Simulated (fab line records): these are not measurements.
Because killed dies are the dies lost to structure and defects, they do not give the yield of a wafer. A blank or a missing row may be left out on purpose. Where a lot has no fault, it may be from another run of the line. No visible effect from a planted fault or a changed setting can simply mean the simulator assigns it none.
Split-lot study :: flow n5Finfet :: 21 wafers read from 7 lots, route of 1938 steps

SPLIT DETAILS
At N5_PMOS_HMC_CHANNEL_EPI_HM_DEP_34 (deposits SiO2 from TEOS/O2, target thk 36 nm, time 6.9 s), the setting timeS was moved away from the recipe's 6.9 s on 5 of the 21 wafers read, by -14.1% to +8.8%. The other wafers ran this setting at the recipe's value.

FROM THE SPLIT TO THE READING: what the file shows between them, 9 steps
- N5_PMOS_HMC_CHANNEL_EPI_EXPOSE_06: exposes mask PMOS HMC BLK, target cd 240 nm (also split here: doseMj)
- N5_PMOS_HMC_CHANNEL_EPI_PEB_07: peb time 60 s
- N5_PMOS_HMC_CHANNEL_EPI_DEVELOP_08: develop time 30 s
- N5_PMOS_HMC_CHANNEL_EPI_CD_MEAS_09: target cd 237.4 nm
- N5_PMOS_HMC_CHANNEL_EPI_DESCUM_14: chemistry O2, time 7.9 s
- N5_PMOS_HMC_CHANNEL_EPI_ETCH_32: etches BARC in N2/H2, stops on SiO2, target depth 85.8 nm, time 50.3 s
- N5_PMOS_HMC_CHANNEL_EPI_HM_OPEN_15: chemistry CHF3/O2, target SiO2, target depth 40.6 nm, time 20.3 s
- N5_PMOS_HMC_CHANNEL_EPI_STRIP_33: strips in N2/H2
- N5_PMOS_HMC_CHANNEL_EPI_STRIP_17: strips in SPM, time 750 s

THE READING
SiO2_of_PMOS_HMC_CHANNEL_EPI_HM_DEP_34.thkNm (the simulator's own value, which no gauge read), in nm, at N5_PMOS_HMC_CHANNEL_EPI_ETCH_38 (etches SiO2 in CF4, target depth 1.5 nm). There is no usual value for it anywhere in the file. Here, 16 wafers ran the recipe; their average is 34.51 nm with a standard deviation of 0.58 nm.

wafer: L076.3
tool, chamber at the split: pecvd-01, 1
timeS as run, s: 6.9
against the recipe: recipe
SiO2_of_PMOS_HMC_CHANNEL_EPI_HM_DEP_34.thkNm, nm: 35.46
against lot-mates on the recipe: -

wafer: L076.4
tool, chamber at the split: pecvd-01, 0
timeS as run, s: 6.9
against the recipe: recipe
SiO2_of_PMOS_HMC_CHANNEL_EPI_HM_DEP_34.thkNm, nm: 35.02
against lot-mates on the recipe: -

wafer: L076.6
tool, chamber at the split: pecvd-01, 1
timeS as run, s: 6.9
against the recipe: recipe
SiO2_of_PMOS_HMC_CHANNEL_EPI_HM_DEP_34.thkNm, nm: 35.38
against lot-mates on the recipe: -

wafer: L078.2
tool, chamber at the split: pecvd-03, 2
timeS as run, s: 6.9
against the recipe: recipe
SiO2_of_PMOS_HMC_CHANNEL_EPI_HM_DEP_34.thkNm, nm: 34.65
against lot-mates on the recipe: -

wafer: L078.3
tool, chamber at the split: pecvd-03, 1
timeS as run, s: 6.457
against the recipe: -6.4%
SiO2_of_PMOS_HMC_CHANNEL_EPI_HM_DEP_34.thkNm, nm: 32.9
against lot-mates on the recipe: -1.75

wafer: L078.5
tool, chamber at the split: pecvd-03, 0
timeS as run, s: 6.457
against the recipe: -6.4%
SiO2_of_PMOS_HMC_CHANNEL_EPI_HM_DEP_34.thkNm, nm: 33.43
against lot-mates on the recipe: -1.22

wafer: L081.1
tool, chamber at the split: pecvd-01, 1
timeS as run, s: 6.9
against the recipe: recipe
SiO2_of_PMOS_HMC_CHANNEL_EPI_HM_DEP_34.thkNm, nm: 34.49
against lot-mates on the recipe: -

wafer: L081.5
tool, chamber at the split: pecvd-01, 2
timeS as run, s: 6.9
against the recipe: recipe
SiO2_of_PMOS_HMC_CHANNEL_EPI_HM_DEP_34.thkNm, nm: 34.49
against lot-mates on the recipe: -

wafer: L081.6
tool, chamber at the split: pecvd-01, 0
timeS as run, s: 6.9
against the recipe: recipe
SiO2_of_PMOS_HMC_CHANNEL_EPI_HM_DEP_34.thkNm, nm: 34.41
against lot-mates on the recipe: -

wafer: L082.1
tool, chamber at the split: pecvd-03, 0
timeS as run, s: 6.9
against the recipe: recipe
SiO2_of_PMOS_HMC_CHANNEL_EPI_HM_DEP_34.thkNm, nm: 34.32
against lot-mates on the recipe: -

wafer: L082.4
tool, chamber at the split: pecvd-03, 1
timeS as run, s: 6.9
against the recipe: recipe
SiO2_of_PMOS_HMC_CHANNEL_EPI_HM_DEP_34.thkNm, nm: 34.92
against lot-mates on the recipe: -

wafer: L082.5
tool, chamber at the split: pecvd-03, 0
timeS as run, s: 6.9
against the recipe: recipe
SiO2_of_PMOS_HMC_CHANNEL_EPI_HM_DEP_34.thkNm, nm: 35.2
against lot-mates on the recipe: -

wafer: L083.1
tool, chamber at the split: pecvd-01, 1
timeS as run, s: 6.9
against the recipe: recipe
SiO2_of_PMOS_HMC_CHANNEL_EPI_HM_DEP_34.thkNm, nm: 34.07
against lot-mates on the recipe: -

wafer: L083.4
tool, chamber at the split: pecvd-01, 1
timeS as run, s: 7.504
against the recipe: +8.8%
SiO2_of_PMOS_HMC_CHANNEL_EPI_HM_DEP_34.thkNm, nm: 38.08
against lot-mates on the recipe: +4.01

wafer: L083.6
tool, chamber at the split: pecvd-01, 0
timeS as run, s: 7.504
against the recipe: +8.8%
SiO2_of_PMOS_HMC_CHANNEL_EPI_HM_DEP_34.thkNm, nm: 37.34
against lot-mates on the recipe: +3.27

wafer: L088.1
tool, chamber at the split: pecvd-01, 2
timeS as run, s: 6.9
against the recipe: recipe
SiO2_of_PMOS_HMC_CHANNEL_EPI_HM_DEP_34.thkNm, nm: 33.25
against lot-mates on the recipe: -

wafer: L088.2
tool, chamber at the split: pecvd-01, 0
timeS as run, s: 6.9
against the recipe: recipe
SiO2_of_PMOS_HMC_CHANNEL_EPI_HM_DEP_34.thkNm, nm: 33.65
against lot-mates on the recipe: -

wafer: L088.6
tool, chamber at the split: pecvd-01, 0
timeS as run, s: 6.9
against the recipe: recipe
SiO2_of_PMOS_HMC_CHANNEL_EPI_HM_DEP_34.thkNm, nm: 34.06
against lot-mates on the recipe: -

wafer: L093.1
tool, chamber at the split: pecvd-01, 1
timeS as run, s: 5.929
against the recipe: -14.1%
SiO2_of_PMOS_HMC_CHANNEL_EPI_HM_DEP_34.thkNm, nm: 28.71
against lot-mates on the recipe: -5.70

wafer: L093.4
tool, chamber at the split: pecvd-01, 1
timeS as run, s: 6.9
against the recipe: recipe
SiO2_of_PMOS_HMC_CHANNEL_EPI_HM_DEP_34.thkNm, nm: 34.51
against lot-mates on the recipe: -

wafer: L093.5
tool, chamber at the split: pecvd-01, 1
timeS as run, s: 6.9
against the recipe: recipe
SiO2_of_PMOS_HMC_CHANNEL_EPI_HM_DEP_34.thkNm, nm: 34.31
against lot-mates on the recipe: -

FIT RESULTS
A straight line over all 21 wafers: SiO2_of_PMOS_HMC_CHANNEL_EPI_HM_DEP_34.thkNm changes by +0.359 nm for each +1% of timeS; r = +0.93; the points scatter about the line by 0.65 nm.
The same after taking each lot's own level away (the mean of its wafers on the recipe; 21 wafers): +0.378 nm for each +1%; r = +0.97; scatter 0.41 nm.
That fit puts the effect of the largest move of timeS on the reading at 5.3 nm.
Across the lots, their own levels run from 33.653 to 35.287 nm, a range of 2.8 times the standard deviation given above.
The two slopes agree, so the slope changes little with the lot-to-lot level.
Check: for one of the wafers moved furthest among these (-14.1%), held out of the fit, the line's prediction against its lot-mates is -4.77 nm. Against them it came out at -5.7 nm.

FURTHER SPLITS ON THESE WAFERS
Other splits were also applied to these wafers ahead of the reading. Each is held against what the fit with the lots' levels taken away leaves over:
other split on the same wafers: N5_PMOS_HMC_CHANNEL_EPI_EXPOSE_06 doseMj
wafers away from the commonest value: 7
r with SiO2_of_PMOS_HMC_CHANNEL_EPI_HM_DEP_34.thkNm (lot level and that fit taken away): +0.10

THE WHOLE CHAIN: every reading that the file lists as answering this split, in the file's order
step: N5_PMOS_HMC_CHANNEL_EPI_HM_DEP_34
what it does: deposits SiO2 from TEOS/O2, target thk 36 nm, time 6.9 s
reading: SiO2_of_PMOS_HMC_CHANNEL_EPI_HM_DEP_34.thkNm (the simulator's own value, which no gauge read)
change (the file's fit): +0.382 nm for each +1% of the setting
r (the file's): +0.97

step: N5_PMOS_HMC_CHANNEL_EPI_ETCH_38
what it does: etches SiO2 in CF4, target depth 1.5 nm
reading: SiO2_of_PMOS_HMC_CHANNEL_EPI_HM_DEP_34.thkNm (the simulator's own value, which no gauge read)
change (the file's fit): +0.385 nm for each +1% of the setting
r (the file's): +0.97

THE FILE'S OWN FIT
SiO2_of_PMOS_HMC_CHANNEL_EPI_HM_DEP_34.thkNm changes by +0.385 nm for each +1% of timeS, r = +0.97.
